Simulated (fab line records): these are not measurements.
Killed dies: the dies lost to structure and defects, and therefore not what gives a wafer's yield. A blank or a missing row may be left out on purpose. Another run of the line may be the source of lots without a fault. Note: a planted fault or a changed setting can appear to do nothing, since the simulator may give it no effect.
Lot-split experiment | flow n5-finfet | 7 lots, 21 wafers read, on a route of 1938 steps

== SPLIT DETAILS ==
At N5_BEOL_M9_TRENCH_ETCH_37 (etches SiCOH lowk in C4F6/O2, target depth 151.43 nm, time 49 s), the setting bias-w was moved away from the recipe's 185 W on 5 of the 21 wafers read, by -14.9% to +16.4%. The other wafers ran this setting at the recipe's value.

== FROM THE SPLIT TO THE READING: what the file shows between them, 11 steps ==
- N5_BEOL_M9_ETCH_41: etches SiCN in CH3F/O2, target depth 36.6 nm, time 70.1 s
- N5_BEOL_M9_STRIP_80: strips in N2/H2, time 10 s
- N5_BEOL_M9_OCD_MEAS_38
- N5_BEOL_M9_HM_STRIP_39: strips TiN in peroxide tin strip, target depth 25 nm, time 158 s
- N5_BEOL_M9_SRD_40: time 30 s
- N5_BEOL_M9_ECD_50: material Cu, target thk 318 nm
- N5_BEOL_M9_ANNEAL_51: time 90 s
- N5_BEOL_M9_CMP_52: polishes, stops on SiCOH lowk, t overpolish 7 s, target thk 140 nm
- N5_BEOL_M9_THK_MEAS_53: measures by xrf
- N5_BEOL_M9_PRE_CLEAN_55: time 15 s
- N5_BEOL_M9_DEP_56: deposits SiCN from 3MS/NH3, target thk 15 nm, time 26.5 s

== THE READING ==
M9_RS in ohm/sq, measured at N5_BEOL_M9_RS_MEAS_57 by four-point-probe. On this fab line, fault-free wafers typically give 0.1507 ohm/sq with a standard deviation of 0.0028 ohm/sq.

wafer  | tool, chamber at the split | bias-w as run, W | against the recipe | M9_RS, ohm/sq | against lot-mates on the recipe
L081.1 | rie-diel-04, 1             | 185              | recipe             | 0.1504        | -
L081.2 | rie-diel-04, 2             | 185              | recipe             | 0.1557        | -
L081.3 | rie-diel-04, 0             | 201.9            | +9.1%              | 0.1445        | -0.0086
L083.2 | rie-diel-03, 2             | 185              | recipe             | 0.1495        | -
L083.3 | rie-diel-03, 1             | 157.5            | -14.9%             | 0.1631        | +0.0136
L083.6 | rie-diel-03, 3             | 157.5            | -14.9%             | 0.1580        | +0.0085
L082.2 | rie-diel-03, 3             | 185              | recipe             | 0.1472        | -
L082.4 | rie-diel-03, 2             | 185              | recipe             | 0.1503        | -
L082.6 | rie-diel-03, 2             | 185              | recipe             | 0.1519        | -
L085.1 | rie-diel-03, 1             | 215.3            | +16.4%             | 0.1443        | -0.0089
L085.2 | rie-diel-03, 2             | 185              | recipe             | 0.1538        | -
L085.5 | rie-diel-03, 0             | 185              | recipe             | 0.1526        | -
L087.3 | rie-diel-05, 1             | 185              | recipe             | 0.1484        | -
L087.4 | rie-diel-05, 2             | 166.6            | -9.9%              | 0.1525        | +0.0061
L087.5 | rie-diel-05, 0             | 185              | recipe             | 0.1444        | -
L091.1 | rie-diel-05, 1             | 185              | recipe             | 0.1472        | -
L091.2 | rie-diel-05, 2             | 185              | recipe             | 0.1474        | -
L091.6 | rie-diel-05, 0             | 185              | recipe             | 0.1473        | -
L093.3 | rie-diel-04, 2             | 185              | recipe             | 0.1567        | -
L093.4 | rie-diel-04, 2             | 185              | recipe             | 0.1571        | -
L093.5 | rie-diel-04, 3             | 185              | recipe             | 0.1527        | -

FIT RESULTS
A straight line over all 21 wafers: M9_RS changes by -0.000527 ohm/sq for each +1% of bias-w; r = -0.70; the points scatter about the line by 0.0037 ohm/sq.
The same after taking each lot's own level away (the mean of its wafers on the recipe; 21 wafers): -0.000686 ohm/sq for each +1%; r = -0.92; scatter 0.0019 ohm/sq.
Per that fit: largest bias-w move, reading shift of 0.011 ohm/sq.
The span of the lots' own levels, 0.14640 to 0.15550 ohm/sq, comes to 3.2 times the standard deviation stated above.
So the lot-to-lot level blurs the effect unless lot-mates are compared.
Check: with one of the wafers moved furthest among these (+16.4%) left out of the fit, the line predicts -0.0126 ohm/sq for it against its lot-mates. It came out at -0.0089 ohm/sq against them.
Tool readings at the split's step, against how far the setting was moved: rf-vpp-V r = +0.92.

== ADDITIONAL SPLITS CARRIED BY THESE WAFERS ==
Note: prior to the reading, these wafers also went through further splits. Each is held against what the fit with the lots' levels taken away leaves over:
other split on the same wafers | wafers away from the commonest value | r with M9_RS (lot level and that fit taken away)
N5_BEOL_M8_EXPOSE_25 dose-mj   | 9                                    | -0.05
N5_BEOL_M9_ETCH_66 bias-w      | 6                                    | +0.22

== THE WHOLE CHAIN: every reading that the file lists as answering this split, in the file's order ==
step                      | what it does                                                       | reading                                                                      | change (the file's fit)               | r (the file's)
N5_BEOL_M9_TRENCH_ETCH_37 | etches SiCOH lowk in C4F6/O2, target depth 151.43 nm, time 49 s    | rf-vpp-V                                                                     | +5.12 V for each +1% of the setting   | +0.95
N5_BEOL_M9_TRENCH_ETCH_37 | etches SiCOH lowk in C4F6/O2, target depth 151.43 nm, time 49 s    | etch.depth-nm (the simulator's own value, which no gauge read)               | +0.477 nm for each +1% of the setting | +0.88
N5_BEOL_M9_TRENCH_ETCH_37 | etches SiCOH lowk in C4F6/O2, target depth 151.43 nm, time 49 s    | BEOL_M9.feature-depth-nm (the simulator's own value, which no gauge read)    | +0.478 nm for each +1% of the setting | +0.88
N5_BEOL_M9_OCD_MEAS_38    |                                                                    | trench-depth-nm                                                              | +0.493 nm for each +1% of the setting | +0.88
N5_BEOL_M9_CMP_52         | polishes, stops on SiCOH lowk, t overpolish 7 s, target thk 140 nm | Cu_of_BEOL_M9_ECD_50.thk-nm (the simulator's own value, which no gauge read) | +0.564 nm for each +1% of the setting | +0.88
N5_BEOL_M9_THK_MEAS_53    | measures by xrf                                                    | M9_THK                                                                       | +0.545 for each +1% of the setting    | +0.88
N5_BEOL_M9_RS_MEAS_57     | measures by four-point-probe                                       | M9_RS                                                                        | -0.00067 for each +1% of the setting  | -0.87

== THE FILE'S OWN FIT ==
M9_RS changes by -0.00067 ohm/sq for each +1% of bias-w, r = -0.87.
